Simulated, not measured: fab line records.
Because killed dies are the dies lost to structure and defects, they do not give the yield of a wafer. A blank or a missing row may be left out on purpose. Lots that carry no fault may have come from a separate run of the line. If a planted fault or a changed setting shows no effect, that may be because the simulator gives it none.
Lot-split experiment / flow n5-finfet / 39 wafers read from 7 lots, route of 1938 steps

== THE SPLIT ==
At N5_SD_EPI_P_EPI_21 (deposits SiGe:B, time 355 s), the setting epi-growth-time-s was moved away from the recipe's 355 s on 15 of the 39 wafers read, by -55.8% to -33.4%. For the rest of the wafers, this setting stayed at what the recipe calls for.

== FROM THE SPLIT TO THE READING: what the file shows between them, 5 steps ==
- N5_SD_EPI_P_EPI_MEAS_23
- N5_SD_EPI_P_HM_STRIP_48: strips SiNx in H3PO4, material SiNx, target depth 3 nm
- N5_SD_EPI_P_SRD_49: time 30 s
- N5_SD_ACTIVATION_RTA_00: time 0 s
- N5_SD_ACTIVATION_LSA_01: time 0.0008 s

== THE READING ==
RS_SD_P in ohm/sq, measured at N5_SD_ACTIVATION_RS_MEAS_03 by four-point-probe. Fault-free wafers of this fab line usually give 55.7 ohm/sq, standard deviation 0.78 ohm/sq.

wafer=L074.1; tool, chamber at the split=epi-rpcvd-04, 0; epi-growth-time-s as run, s=355; against the recipe=recipe; RS_SD_P, ohm/sq=57.1; against lot-mates on the recipe=-
wafer=L074.2; tool, chamber at the split=epi-rpcvd-04, 0; epi-growth-time-s as run, s=355; against the recipe=recipe; RS_SD_P, ohm/sq=56.3; against lot-mates on the recipe=-
wafer=L074.3; tool, chamber at the split=epi-rpcvd-04, 0; epi-growth-time-s as run, s=355; against the recipe=recipe; RS_SD_P, ohm/sq=58.1; against lot-mates on the recipe=-
wafer=L074.4; tool, chamber at the split=epi-rpcvd-04, 0; epi-growth-time-s as run, s=355; against the recipe=recipe; RS_SD_P, ohm/sq=56.0; against lot-mates on the recipe=-
wafer=L074.5; tool, chamber at the split=epi-rpcvd-04, 0; epi-growth-time-s as run, s=355; against the recipe=recipe; RS_SD_P, ohm/sq=56.6; against lot-mates on the recipe=-
wafer=L074.6; tool, chamber at the split=epi-rpcvd-04, 0; epi-growth-time-s as run, s=355; against the recipe=recipe; RS_SD_P, ohm/sq=57.2; against lot-mates on the recipe=-
wafer=L075.1; tool, chamber at the split=epi-rpcvd-04, 0; epi-growth-time-s as run, s=170.5; against the recipe=-52.0%; RS_SD_P, ohm/sq=103.9; against lot-mates on the recipe=+48.2
wafer=L075.2; tool, chamber at the split=epi-rpcvd-04, 0; epi-growth-time-s as run, s=355; against the recipe=recipe; RS_SD_P, ohm/sq=55.6; against lot-mates on the recipe=-
wafer=L075.3; tool, chamber at the split=epi-rpcvd-04, 0; epi-growth-time-s as run, s=170.5; against the recipe=-52.0%; RS_SD_P, ohm/sq=106.2; against lot-mates on the recipe=+50.5
wafer=L075.4; tool, chamber at the split=epi-rpcvd-04, 0; epi-growth-time-s as run, s=355; against the recipe=recipe; RS_SD_P, ohm/sq=56.2; against lot-mates on the recipe=-
wafer=L075.5; tool, chamber at the split=epi-rpcvd-04, 0; epi-growth-time-s as run, s=170.5; against the recipe=-52.0%; RS_SD_P, ohm/sq=107.4; against lot-mates on the recipe=+51.7
wafer=L075.6; tool, chamber at the split=epi-rpcvd-04, 0; epi-growth-time-s as run, s=355; against the recipe=recipe; RS_SD_P, ohm/sq=55.2; against lot-mates on the recipe=-
wafer=L082.1; tool, chamber at the split=epi-rpcvd-02, 0; epi-growth-time-s as run, s=355; against the recipe=recipe; RS_SD_P, ohm/sq=54.8; against lot-mates on the recipe=-
wafer=L082.4; tool, chamber at the split=epi-rpcvd-02, 0; epi-growth-time-s as run, s=355; against the recipe=recipe; RS_SD_P, ohm/sq=54.6; against lot-mates on the recipe=-
wafer=L082.5; tool, chamber at the split=epi-rpcvd-02, 0; epi-growth-time-s as run, s=355; against the recipe=recipe; RS_SD_P, ohm/sq=55.7; against lot-mates on the recipe=-
wafer=L085.1; tool, chamber at the split=epi-rpcvd-02, 0; epi-growth-time-s as run, s=355; against the recipe=recipe; RS_SD_P, ohm/sq=55.9; against lot-mates on the recipe=-
wafer=L085.2; tool, chamber at the split=epi-rpcvd-02, 0; epi-growth-time-s as run, s=225.3; against the recipe=-36.5%; RS_SD_P, ohm/sq=80.5; against lot-mates on the recipe=+24.8
wafer=L085.3; tool, chamber at the split=epi-rpcvd-02, 0; epi-growth-time-s as run, s=355; against the recipe=recipe; RS_SD_P, ohm/sq=56.0; against lot-mates on the recipe=-
wafer=L085.4; tool, chamber at the split=epi-rpcvd-02, 0; epi-growth-time-s as run, s=225.3; against the recipe=-36.5%; RS_SD_P, ohm/sq=81.7; against lot-mates on the recipe=+26.0
wafer=L085.5; tool, chamber at the split=epi-rpcvd-02, 0; epi-growth-time-s as run, s=355; against the recipe=recipe; RS_SD_P, ohm/sq=55.1; against lot-mates on the recipe=-
wafer=L085.6; tool, chamber at the split=epi-rpcvd-02, 0; epi-growth-time-s as run, s=225.3; against the recipe=-36.5%; RS_SD_P, ohm/sq=79.9; against lot-mates on the recipe=+24.2
wafer=L088.1; tool, chamber at the split=epi-rpcvd-03, 0; epi-growth-time-s as run, s=355; against the recipe=recipe; RS_SD_P, ohm/sq=55.2; against lot-mates on the recipe=-
wafer=L088.2; tool, chamber at the split=epi-rpcvd-03, 0; epi-growth-time-s as run, s=355; against the recipe=recipe; RS_SD_P, ohm/sq=55.0; against lot-mates on the recipe=-
wafer=L088.3; tool, chamber at the split=epi-rpcvd-03, 0; epi-growth-time-s as run, s=355; against the recipe=recipe; RS_SD_P, ohm/sq=55.0; against lot-mates on the recipe=-
wafer=L088.4; tool, chamber at the split=epi-rpcvd-03, 0; epi-growth-time-s as run, s=236.4; against the recipe=-33.4%; RS_SD_P, ohm/sq=75.3; against lot-mates on the recipe=+20.2
wafer=L088.5; tool, chamber at the split=epi-rpcvd-03, 0; epi-growth-time-s as run, s=236.4; against the recipe=-33.4%; RS_SD_P, ohm/sq=75.4; against lot-mates on the recipe=+20.3
wafer=L088.6; tool, chamber at the split=epi-rpcvd-03, 0; epi-growth-time-s as run, s=236.4; against the recipe=-33.4%; RS_SD_P, ohm/sq=76.3; against lot-mates on the recipe=+21.2
wafer=L091.1; tool, chamber at the split=epi-rpcvd-03, 0; epi-growth-time-s as run, s=355; against the recipe=recipe; RS_SD_P, ohm/sq=55.9; against lot-mates on the recipe=-
wafer=L091.2; tool, chamber at the split=epi-rpcvd-03, 0; epi-growth-time-s as run, s=355; against the recipe=recipe; RS_SD_P, ohm/sq=55.3; against lot-mates on the recipe=-
wafer=L091.3; tool, chamber at the split=epi-rpcvd-03, 0; epi-growth-time-s as run, s=355; against the recipe=recipe; RS_SD_P, ohm/sq=55.3; against lot-mates on the recipe=-
wafer=L091.4; tool, chamber at the split=epi-rpcvd-03, 0; epi-growth-time-s as run, s=226.1; against the recipe=-36.3%; RS_SD_P, ohm/sq=80.3; against lot-mates on the recipe=+24.8
wafer=L091.5; tool, chamber at the split=epi-rpcvd-03, 0; epi-growth-time-s as run, s=226.1; against the recipe=-36.3%; RS_SD_P, ohm/sq=79.4; against lot-mates on the recipe=+23.9
wafer=L091.6; tool, chamber at the split=epi-rpcvd-03, 0; epi-growth-time-s as run, s=226.1; against the recipe=-36.3%; RS_SD_P, ohm/sq=80.4; against lot-mates on the recipe=+24.9
wafer=L095.1; tool, chamber at the split=epi-rpcvd-03, 0; epi-growth-time-s as run, s=157; against the recipe=-55.8%; RS_SD_P, ohm/sq=113.0; against lot-mates on the recipe=+58.3
wafer=L095.2; tool, chamber at the split=epi-rpcvd-03, 0; epi-growth-time-s as run, s=355; against the recipe=recipe; RS_SD_P, ohm/sq=54.4; against lot-mates on the recipe=-
wafer=L095.3; tool, chamber at the split=epi-rpcvd-03, 0; epi-growth-time-s as run, s=157; against the recipe=-55.8%; RS_SD_P, ohm/sq=115.2; against lot-mates on the recipe=+60.5
wafer=L095.4; tool, chamber at the split=epi-rpcvd-03, 0; epi-growth-time-s as run, s=355; against the recipe=recipe; RS_SD_P, ohm/sq=55.0; against lot-mates on the recipe=-
wafer=L095.5; tool, chamber at the split=epi-rpcvd-03, 0; epi-growth-time-s as run, s=355; against the recipe=recipe; RS_SD_P, ohm/sq=54.7; against lot-mates on the recipe=-
wafer=L095.6; tool, chamber at the split=epi-rpcvd-03, 0; epi-growth-time-s as run, s=157; against the recipe=-55.8%; RS_SD_P, ohm/sq=115.3; against lot-mates on the recipe=+60.6

FIT RESULTS
A straight line over all 39 wafers: RS_SD_P changes by -0.894 ohm/sq for each +1% of epi-growth-time-s; r = -0.97; the points scatter about the line by 5 ohm/sq.
The same after taking each lot's own level away (the mean of its wafers on the recipe; 39 wafers): -0.903 ohm/sq for each +1%; r = -0.97; scatter 5.1 ohm/sq.
Per that fit: largest epi-growth-time-s move, reading shift of 50 ohm/sq.
Measured against the standard deviation above, the lots' own levels, which go from 54.70 to 56.88 ohm/sq, span 2.8 times it.
The two slopes agree, so the slope changes little with the lot-to-lot level.
Check: with one of the wafers moved furthest among these (-55.8%) left out of the fit, the line predicts +48.2 ohm/sq for it against its lot-mates. It came out at +58.3 ohm/sq against them.

== ADDITIONAL SPLITS CARRIED BY THESE WAFERS ==
Other splits were also applied to these wafers ahead of the reading. Each is held against what the fit with the lots' levels taken away leaves over:
other split on the same wafers=N5_ZERO_LAYER_DEVELOP_10 develop-time-s; wafers away from the commonest value=18; r with RS_SD_P (lot level and that fit taken away)=-0.34

== THE WHOLE CHAIN: every reading that the file lists as answering this split, in the file's order ==
step=N5_SD_EPI_P_EPI_21; what it does=deposits SiGe:B, time 355 s; reading=SiGe-B_of_SD_EPI_P_EPI_21.thk-nm (the simulator's own value, which no gauge read); change (the file's fit)=+0.55 nm for each +1% of the setting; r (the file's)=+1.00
step=N5_SD_EPI_P_EPI_MEAS_23; what it does=; reading=thk-nm; change (the file's fit)=withheld for each +1% of the setting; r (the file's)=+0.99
step=N5_SD_ACTIVATION_RS_MEAS_03; what it does=measures by four-point-probe; reading=RS_SD_P; change (the file's fit)=-0.881 for each +1% of the setting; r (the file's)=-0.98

== FILE'S OWN FIT ==
RS_SD_P changes by -0.881 ohm/sq for each +1% of epi-growth-time-s, r = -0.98.
